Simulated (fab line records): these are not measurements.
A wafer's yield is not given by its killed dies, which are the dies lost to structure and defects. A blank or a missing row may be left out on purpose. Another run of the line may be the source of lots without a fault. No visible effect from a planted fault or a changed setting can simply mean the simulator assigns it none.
Chamber matching :: flow n5-finfet :: N5_BEOL_M5_DESCUM_33 on rie-diel-01 has 4 sister chambers
The step chemistry O2, time 7 s. 8 wafers are shown with their chamber, then 11 later ones without.

== WAFERS, EACH WITH ITS CHAMBER ==
wafer: L078.5
chamber: 1
drypump-motor-current-A (A): 5.58
throttle-valve-pct (%): 20.49

wafer: L084.5
chamber: 1
drypump-motor-current-A (A): 5.61
throttle-valve-pct (%): 20.51

wafer: L085.1
chamber: 3
drypump-motor-current-A (A): 5.67
throttle-valve-pct (%): 20.10

wafer: L085.6
chamber: 0
drypump-motor-current-A (A): 5.05
throttle-valve-pct (%): 20.65

wafer: L089.1
chamber: 3
drypump-motor-current-A (A): 5.67
throttle-valve-pct (%): 20.10

wafer: L089.2
chamber: 2
drypump-motor-current-A (A): 5.68
throttle-valve-pct (%): 20.63

wafer: L089.5
chamber: 2
drypump-motor-current-A (A): 5.70
throttle-valve-pct (%): 20.64

wafer: L092.1
chamber: 0
drypump-motor-current-A (A): 5.08
throttle-valve-pct (%): 20.67

== WAFERS WITHOUT THEIR CHAMBER ==
wafer: L092.3
drypump-motor-current-A (A): 5.59
throttle-valve-pct (%): 20.52

wafer: L092.5
drypump-motor-current-A (A): 5.59
throttle-valve-pct (%): 20.53

wafer: L091.3
drypump-motor-current-A (A): 5.62
throttle-valve-pct (%): 20.54

wafer: L091.4
drypump-motor-current-A (A): 5.56
throttle-valve-pct (%): 20.55

wafer: L091.5
drypump-motor-current-A (A): 5.68
throttle-valve-pct (%): 20.12

wafer: L093.3
drypump-motor-current-A (A): 5.67
throttle-valve-pct (%): 20.13

wafer: L093.5
drypump-motor-current-A (A): 5.07
throttle-valve-pct (%): 20.64

wafer: L093.6
drypump-motor-current-A (A): 5.67
throttle-valve-pct (%): 20.12

wafer: L095.2
drypump-motor-current-A (A): 5.05
throttle-valve-pct (%): 20.64

wafer: L095.5
drypump-motor-current-A (A): 5.64
throttle-valve-pct (%): 20.11

wafer: L095.6
drypump-motor-current-A (A): 5.56
throttle-valve-pct (%): 20.54

== WHICH CHAMBER EACH ONE RAN IN ==
wafer: L092.3
from the rows above: 1
in truth: 1

wafer: L092.5
from the rows above: 1
in truth: 1

wafer: L091.3
from the rows above: 1
in truth: 1

wafer: L091.4
from the rows above: 1
in truth: 1

wafer: L091.5
from the rows above: 3
in truth: 3

wafer: L093.3
from the rows above: 3
in truth: 3

wafer: L093.5
from the rows above: 0
in truth: 0

wafer: L093.6
from the rows above: 3
in truth: 3

wafer: L095.2
from the rows above: 0
in truth: 0

wafer: L095.5
from the rows above: 3
in truth: 3

wafer: L095.6
from the rows above: 1
in truth: 1
Placed correctly: 11 of 11. Left unplaced by these rows: 0. 0 placed wrongly.
How it was worked out, from the rows above alone: a wafer's distance from a chamber is the root of the sum, over the readings, of the square of ((its reading less the chamber's mean) divided by the reading's scatter). The wafer belongs to the nearest chamber; if the next one is less than 2 further off, it can't be placed. A chamber's mean is the mean of its shown wafers. The scatter: the root of (the sum of the squares of (reading less its chamber's mean) over the shown wafers, divided by (wafers less chambers)).
